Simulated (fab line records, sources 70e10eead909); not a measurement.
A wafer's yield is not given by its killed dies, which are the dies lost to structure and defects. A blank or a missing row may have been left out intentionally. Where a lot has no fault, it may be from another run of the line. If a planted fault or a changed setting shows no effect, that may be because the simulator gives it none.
Matching of chambers || flow nand_harc || NHARC_A_DECK1_JOINT_ETCHBACK_07 on rie_si-05 has 4 sister chambers
The step etches the open film in HBr, target depth 105 nm, time 26.9 s. 4 wafers are shown with their chamber, then 7 later ones without.

## WAFERS, EACH WITH ITS CHAMBER
{"wafer": "L246.1", "chamber": 0, "oes_product_au (a.u.)": 1.023}
{"wafer": "L250.5", "chamber": 3, "oes_product_au (a.u.)": 0.995}
{"wafer": "L251.4", "chamber": 1, "oes_product_au (a.u.)": 1.024}
{"wafer": "L251.6", "chamber": 2, "oes_product_au (a.u.)": 1.002}

## WAFERS MISSING THEIR CHAMBER
{"wafer": "L252.1", "oes_product_au (a.u.)": 1.006}
{"wafer": "L252.4", "oes_product_au (a.u.)": 1.014}
{"wafer": "L252.5", "oes_product_au (a.u.)": 1.020}
{"wafer": "L260.4", "oes_product_au (a.u.)": 1.018}
{"wafer": "L260.6", "oes_product_au (a.u.)": 1.017}
{"wafer": "L264.4", "oes_product_au (a.u.)": 1.016}
{"wafer": "L264.6", "oes_product_au (a.u.)": 1.007}

## WHICH CHAMBER EACH ONE RAN IN
{"wafer": "L252.1", "from the rows above": "can't be placed: 2 or 3", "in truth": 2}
{"wafer": "L252.4", "from the rows above": "can't be placed: 0 or 1 or 2 or 3", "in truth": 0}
{"wafer": "L252.5", "from the rows above": "can't be placed: 0 or 1", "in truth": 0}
{"wafer": "L260.4", "from the rows above": "can't be placed: 0 or 1 or 2", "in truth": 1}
{"wafer": "L260.6", "from the rows above": "can't be placed: 0 or 1 or 2", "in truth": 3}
{"wafer": "L264.4", "from the rows above": "can't be placed: 0 or 1 or 2", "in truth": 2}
{"wafer": "L264.6", "from the rows above": "can't be placed: 2 or 3 or 0", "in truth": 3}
Correct placement for 0 of the 7. Not placeable from these rows: 7 (in 6, the candidates include the true chamber). Number placed wrongly: 0.
How it was worked out, from the rows above alone: a wafer's distance from a chamber is the root of the sum, over the readings, of the square of ((its reading less the chamber's mean) divided by the reading's scatter). The wafer belongs to the nearest chamber; if the next one is less than 2 further off, it can't be placed. The mean given for a chamber averages the wafers shown for that chamber. The scatter: root of mean squared gap, hidden wafer to nearest shown wafer, with one shown wafer a chamber.
